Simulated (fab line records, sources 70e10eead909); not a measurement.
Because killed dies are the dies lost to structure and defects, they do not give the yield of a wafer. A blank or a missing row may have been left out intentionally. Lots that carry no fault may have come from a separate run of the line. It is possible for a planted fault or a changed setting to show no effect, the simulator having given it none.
Which tool did it? / flow nand harc / 36 wafers from 12 lots sampled at 5 of the route's 1302 steps

== WHAT EACH GAUGE READ, for each wafer ==
NHARC_P_STI_OVL_MEAS_10.
lot=L949; measured=day 2 21:08; on=overlay-01; overlay x nm (nm)=3 3 3; overlay y nm (nm)=-5 -4 -4
lot=L952; measured=day 4 05:09; on=overlay-01; overlay x nm (nm)=-1 0 -1; overlay y nm (nm)=8 8 8
lot=L954; measured=day 4 21:16; on=overlay-01; overlay x nm (nm)=-11 -11 -11; overlay y nm (nm)=7 6 7
lot=L959; measured=day 7 01:05; on=overlay-02; overlay x nm (nm)=4 4 4; overlay y nm (nm)=-2 -2 -2
lot=L964; measured=day 9 00:38; on=overlay-01; overlay x nm (nm)=-5 -5 -5; overlay y nm (nm)=8 8 8
lot=L966; measured=day 9 20:34; on=overlay-02; overlay x nm (nm)=1 1 1; overlay y nm (nm)=-6 -6 -6
lot=L967; measured=day 10 09:22; on=overlay-02; overlay x nm (nm)=-1 -1 -1; overlay y nm (nm)=5 4 4
lot=L968; measured=day 10 17:22; on=overlay-01; overlay x nm (nm)=-2 -2 -2; overlay y nm (nm)=-9 -9 -9
lot=L970; measured=day 11 13:28; on=overlay-01; overlay x nm (nm)=-5 -5 -5; overlay y nm (nm)=-11 -11 -11
lot=L971; measured=day 11 23:09; on=overlay-01; overlay x nm (nm)=2 2 2; overlay y nm (nm)=0 0 1

NHARC_END_SORT_01.
lot=L949; measured=day 23 20:02; on=prober-02; killed at array=89 101 90; killed at other=1 4 4; killed at periphery=2 2 5; killed dies=92 107 99; killed open=0 4 3; killed short=3 2 2
lot=L952; measured=day 25 17:53; on=prober-01; killed at array=81 69 76; killed at other=0 0 1; killed at periphery=7 8 5; killed dies=88 77 82; killed open=3 4 4; killed short=0 3 0
lot=L954; measured=day 26 00:02; on=prober-01; killed at array=80 64 73; killed at other=1 0 0; killed at periphery=6 4 5; killed dies=87 68 78; killed open=2 1 6; killed short=2 3 2
lot=L959; measured=day 31 01:17; on=prober-02; killed at array=81 94 92; killed at other=5 4 5; killed at periphery=3 3 5; killed dies=89 101 102; killed open=4 2 5; killed short=2 7 1
lot=L962; measured=day 32 00:43; on=prober-02; killed at array=61 54 64; killed at other=2 1 1; killed at periphery=614 622 612; killed dies=677 677 677; killed open=1 2 1; killed short=1 0 2
lot=L963; measured=day 32 17:01; on=prober-01; killed at array=77 68 68; killed at other=0 2 1; killed at periphery=600 607 608; killed dies=677 677 677; killed open=1 10 1; killed short=5 2 2
lot=L964; measured=day 33 00:08; on=prober-01; killed at array=40 41 44; killed at other=0 2 1; killed at periphery=3 0 2; killed dies=43 43 47; killed open=2 3 3; killed short=1 1 4
lot=L966; measured=day 32 08:30; on=prober-02; killed at array=85 83 75; killed at other=0 0 1; killed at periphery=1 4 4; killed dies=86 87 80; killed open=2 3 2; killed short=5 3 4
lot=L967; measured=day 33 07:05; on=prober-02; killed at array=54 64 54; killed at other=1 1 0; killed at periphery=6 3 3; killed dies=61 68 57; killed open=3 5 0; killed short=6 3 3
lot=L968; measured=day 33 07:53; on=prober-01; killed at array=69 68 74; killed at other=0 0 0; killed at periphery=1 2 0; killed dies=70 70 74; killed open=6 2 2; killed short=2 1 2
lot=L970; measured=day 33 16:25; on=prober-01; killed at array=78 64 75; killed at other=2 1 0; killed at periphery=8 14 12; killed dies=88 79 87; killed open=4 5 7; killed short=3 5 6
lot=L971; measured=day 34 00:19; on=prober-02; killed at array=79 83 82; killed at other=1 1 0; killed at periphery=2 2 4; killed dies=82 86 86; killed open=1 2 6; killed short=0 6 1

== WHICH TOOL RAN EACH LOT (tool, then ch and the chambers of the sampled wafers, then the start) ==
lot=L949; NHARC_P_ZERO_WELL_DESCUM_26=rie diel-03 ch 0,1,2, day 1 22:46; NHARC_P_ZERO_WELL_DESCUM_39=rie diel-04 ch 0,1,2, day 2 00:16; NHARC_P_ZERO_WELL_IMPLANT_61=implanter-02 ch 0, day 2 02:07
lot=L952; NHARC_P_ZERO_WELL_DESCUM_26=rie diel-03 ch 1,3, day 3 04:48; NHARC_P_ZERO_WELL_DESCUM_39=rie diel-04 ch 0,2, day 3 06:19; NHARC_P_ZERO_WELL_IMPLANT_61=implanter-01 ch 0, day 3 08:20
lot=L954; NHARC_P_ZERO_WELL_DESCUM_26=rie diel-03 ch 2,3, day 4 00:43; NHARC_P_ZERO_WELL_DESCUM_39=rie diel-04 ch 1,2, day 4 02:14; NHARC_P_ZERO_WELL_IMPLANT_61=implanter-01 ch 0, day 4 04:14
lot=L959; NHARC_P_ZERO_WELL_DESCUM_26=rie diel-10 ch 0,1,3, day 6 02:38; NHARC_P_ZERO_WELL_DESCUM_39=rie diel-03 ch 0,1,2, day 6 04:17; NHARC_P_ZERO_WELL_IMPLANT_61=implanter-02 ch 0, day 6 06:07
lot=L962; NHARC_P_ZERO_WELL_DESCUM_26=rie diel-04 ch 1,2,3, day 7 08:48; NHARC_P_ZERO_WELL_DESCUM_39=rie diel-03 ch 1,2,3, day 7 10:26; NHARC_P_ZERO_WELL_IMPLANT_61=implanter-01, day 7 12:25
lot=L963; NHARC_P_ZERO_WELL_DESCUM_26=rie diel-03 ch 0,2, day 7 18:30; NHARC_P_ZERO_WELL_DESCUM_39=rie diel-04 ch 1,2,3, day 7 20:01; NHARC_P_ZERO_WELL_IMPLANT_61=implanter-01, day 7 21:52
lot=L964; NHARC_P_ZERO_WELL_DESCUM_26=rie diel-10 ch 0,1,2, day 8 04:44; NHARC_P_ZERO_WELL_DESCUM_39=rie diel-03 ch 0,1,2, day 8 06:24; NHARC_P_ZERO_WELL_IMPLANT_61=implanter-01 ch 0, day 8 08:37
lot=L966; NHARC_P_ZERO_WELL_DESCUM_26=rie diel-03 ch 1,2,3, day 9 00:50; NHARC_P_ZERO_WELL_DESCUM_39=rie diel-10 ch 0,1, day 9 02:32; NHARC_P_ZERO_WELL_IMPLANT_61=implanter-01 ch 0, day 9 04:30
lot=L967; NHARC_P_ZERO_WELL_DESCUM_26=rie diel-10 ch 2,3, day 9 10:48; NHARC_P_ZERO_WELL_DESCUM_39=rie diel-03 ch 0,3, day 9 12:29; NHARC_P_ZERO_WELL_IMPLANT_61=implanter-02 ch 0, day 9 14:30
lot=L968; NHARC_P_ZERO_WELL_DESCUM_26=rie diel-03 ch 2,3, day 9 21:49; NHARC_P_ZERO_WELL_DESCUM_39=rie diel-04 ch 2,3, day 9 23:29; NHARC_P_ZERO_WELL_IMPLANT_61=implanter-01 ch 0, day 10 01:20
lot=L970; NHARC_P_ZERO_WELL_DESCUM_26=rie diel-04 ch 1,2,3, day 10 16:38; NHARC_P_ZERO_WELL_DESCUM_39=rie diel-04 ch 1,2, day 10 18:25; NHARC_P_ZERO_WELL_IMPLANT_61=implanter-01 ch 0, day 10 20:24
lot=L971; NHARC_P_ZERO_WELL_DESCUM_26=rie diel-04 ch 0,2,3, day 11 02:46; NHARC_P_ZERO_WELL_DESCUM_39=rie diel-03 ch 1,2, day 11 04:24; NHARC_P_ZERO_WELL_IMPLANT_61=implanter-01 ch 0, day 11 06:43
- NHARC_P_ZERO_WELL_DESCUM_26: chemistry O2, time 3 s.
- NHARC_P_ZERO_WELL_DESCUM_39: chemistry O2, time 3 s.
- NHARC_P_ZERO_WELL_IMPLANT_61

== AS READ BY THE TOOLS THEMSELVES (means over the sampled wafers that have a number; for cases with no such wafer, the mark the record gives instead) ==
NHARC_P_ZERO_WELL_DESCUM_26.
lot=L949; tool=rie diel-03; drypump motor current A (A)=6.0; oes product au (a.u.)=0.998; rf vpp V (V)=57.0; showerhead plenum p Torr (Torr)=1.86; throttle valve pct (%)=11.314
lot=L952; tool=rie diel-03; drypump motor current A (A)=5.8; oes product au (a.u.)=0.994; rf vpp V (V)=57.9; showerhead plenum p Torr (Torr)=1.93; throttle valve pct (%)=11.311
lot=L954; tool=rie diel-03; drypump motor current A (A)=6.6; oes product au (a.u.)=0.997; rf vpp V (V)=58.3; showerhead plenum p Torr (Torr)=2.00; throttle valve pct (%)=11.314
lot=L959; tool=rie diel-10; drypump motor current A (A)=5.7; oes product au (a.u.)=0.996; rf vpp V (V)=57.8; showerhead plenum p Torr (Torr)=1.99; throttle valve pct (%)=11.314
lot=L962; tool=rie diel-04; drypump motor current A (A)=6.0; oes product au (a.u.)=0.995; rf vpp V (V)=57.3; showerhead plenum p Torr (Torr)=1.86; throttle valve pct (%)=11.314
lot=L963; tool=rie diel-03; drypump motor current A (A)=6.3; oes product au (a.u.)=0.998; rf vpp V (V)=57.7; showerhead plenum p Torr (Torr)=1.84; throttle valve pct (%)=11.308
lot=L964; tool=rie diel-10; drypump motor current A (A)=6.0; oes product au (a.u.)=1.007; rf vpp V (V)=58.5; showerhead plenum p Torr (Torr)=1.95; throttle valve pct (%)=11.310
lot=L966; tool=rie diel-03; drypump motor current A (A)=6.0; oes product au (a.u.)=0.999; rf vpp V (V)=58.6; showerhead plenum p Torr (Torr)=1.92; throttle valve pct (%)=11.304
lot=L967; tool=rie diel-10; drypump motor current A (A)=5.7; oes product au (a.u.)=0.990; rf vpp V (V)=58.9; showerhead plenum p Torr (Torr)=1.92; throttle valve pct (%)=11.314
lot=L968; tool=rie diel-03; drypump motor current A (A)=6.6; oes product au (a.u.)=1.001; rf vpp V (V)=58.5; showerhead plenum p Torr (Torr)=1.99; throttle valve pct (%)=11.301
lot=L970; tool=rie diel-04; drypump motor current A (A)=6.0; oes product au (a.u.)=0.995; rf vpp V (V)=57.7; showerhead plenum p Torr (Torr)=1.86; throttle valve pct (%)=11.303
lot=L971; tool=rie diel-04; drypump motor current A (A)=5.7; oes product au (a.u.)=1.003; rf vpp V (V)=57.7; showerhead plenum p Torr (Torr)=1.84; throttle valve pct (%)=11.299

NHARC_P_ZERO_WELL_DESCUM_39.
lot=L949; tool=rie diel-04; drypump motor current A (A)=5.9; oes product au (a.u.)=0.998; rf vpp V (V)=58.2; showerhead plenum p Torr (Torr)=1.90; throttle valve pct (%)=11.306
lot=L952; tool=rie diel-04; drypump motor current A (A)=5.6; oes product au (a.u.)=0.998; rf vpp V (V)=58.2; showerhead plenum p Torr (Torr)=1.88; throttle valve pct (%)=11.319
lot=L954; tool=rie diel-04; drypump motor current A (A)=6.2; oes product au (a.u.)=0.995; rf vpp V (V)=58.0; showerhead plenum p Torr (Torr)=1.91; throttle valve pct (%)=11.319
lot=L959; tool=rie diel-03; drypump motor current A (A)=6.1; oes product au (a.u.)=1.002; rf vpp V (V)=58.0; showerhead plenum p Torr (Torr)=1.85; throttle valve pct (%)=11.316
lot=L962; tool=rie diel-03; drypump motor current A (A)=6.1; oes product au (a.u.)=0.998; rf vpp V (V)=57.8; showerhead plenum p Torr (Torr)=1.92; throttle valve pct (%)=11.313
lot=L963; tool=rie diel-04; drypump motor current A (A)=6.0; oes product au (a.u.)=0.998; rf vpp V (V)=58.1; showerhead plenum p Torr (Torr)=1.86; throttle valve pct (%)=11.315
lot=L964; tool=rie diel-03; drypump motor current A (A)=6.1; oes product au (a.u.)=0.996; rf vpp V (V)=58.0; showerhead plenum p Torr (Torr)=1.84; throttle valve pct (%)=11.316
lot=L966; tool=rie diel-10; drypump motor current A (A)=5.9; oes product au (a.u.)=0.999; rf vpp V (V)=58.0; showerhead plenum p Torr (Torr)=1.98; throttle valve pct (%)=11.313
lot=L967; tool=rie diel-03; drypump motor current A (A)=6.1; oes product au (a.u.)=1.002; rf vpp V (V)=57.6; showerhead plenum p Torr (Torr)=1.85; throttle valve pct (%)=11.315
lot=L968; tool=rie diel-04; drypump motor current A (A)=5.8; oes product au (a.u.)=0.995; rf vpp V (V)=57.4; showerhead plenum p Torr (Torr)=1.82; throttle valve pct (%)=11.315
lot=L970; tool=rie diel-04; drypump motor current A (A)=6.1; oes product au (a.u.)=1.002; rf vpp V (V)=57.8; showerhead plenum p Torr (Torr)=1.86; throttle valve pct (%)=11.305
lot=L971; tool=rie diel-03; drypump motor current A (A)=6.3; oes product au (a.u.)=1.010; rf vpp V (V)=58.1; showerhead plenum p Torr (Torr)=1.91; throttle valve pct (%)=11.311

NHARC_P_ZERO_WELL_IMPLANT_61.
lot=L949; tool=implanter-02; beam energy keV=29.999; beam on s (s)=10.15
lot=L952; tool=implanter-01; beam energy keV=30.009; beam on s (s)=9.90
lot=L954; tool=implanter-01; beam energy keV=30.002; beam on s (s)=9.92
lot=L959; tool=implanter-02; beam energy keV=30.004; beam on s (s)=10.14
lot=L962; tool=implanter-01; beam energy keV=-; beam on s (s)=-
lot=L963; tool=implanter-01; beam energy keV=-; beam on s (s)=-
lot=L964; tool=implanter-01; beam energy keV=30.007; beam on s (s)=10.04
lot=L966; tool=implanter-01; beam energy keV=29.987; beam on s (s)=9.97
lot=L967; tool=implanter-02; beam energy keV=30.004; beam on s (s)=10.01
lot=L968; tool=implanter-01; beam energy keV=29.998; beam on s (s)=10.09
lot=L970; tool=implanter-01; beam energy keV=30.006; beam on s (s)=10.06
lot=L971; tool=implanter-01; beam energy keV=30.006; beam on s (s)=10.03

== THE ANSWER, worked out from the rows above alone ==
Rule: the usual values come from the lots themselves. Put in order of their means at a reading, lots are off if they are a third of the lots or fewer, leave a main group of 4 or more, and stand apart from it by a gap of 3 or more times the standard deviation of the main group's means; of several such gaps the widest counts. A main group whose means are all the same, to the digits that the tables above print for the reading, isn't used. A lot without any number at a reading at which 4 lots or more have one is off too. All remaining lots with rows at the step are treated as sound. After the gauges, taken in route order, come the tools' own readings; for these a lot's mean is taken, as printed above. At the first step where some lot is off, the reading lying furthest off is the one used; lots without a number count as furthest.
Off at NHARC_END_SORT_01 (killed at periphery): L962, L963. The main group has a mean of 4.2 with a standard deviation of 2.8.
A tool fits if, at a process step before that reading, it ran every lot that is off, and no sound lot after the first of them. The gauges at NHARC_END_SORT_01 aren't tried: what is off there is off at NHARC_P_ZERO_WELL_IMPLANT_61 too, on other tools, and a gauge's error can't cause that. None of those tried fits.

== WHAT THE SIMULATOR HAD INSERTED ==
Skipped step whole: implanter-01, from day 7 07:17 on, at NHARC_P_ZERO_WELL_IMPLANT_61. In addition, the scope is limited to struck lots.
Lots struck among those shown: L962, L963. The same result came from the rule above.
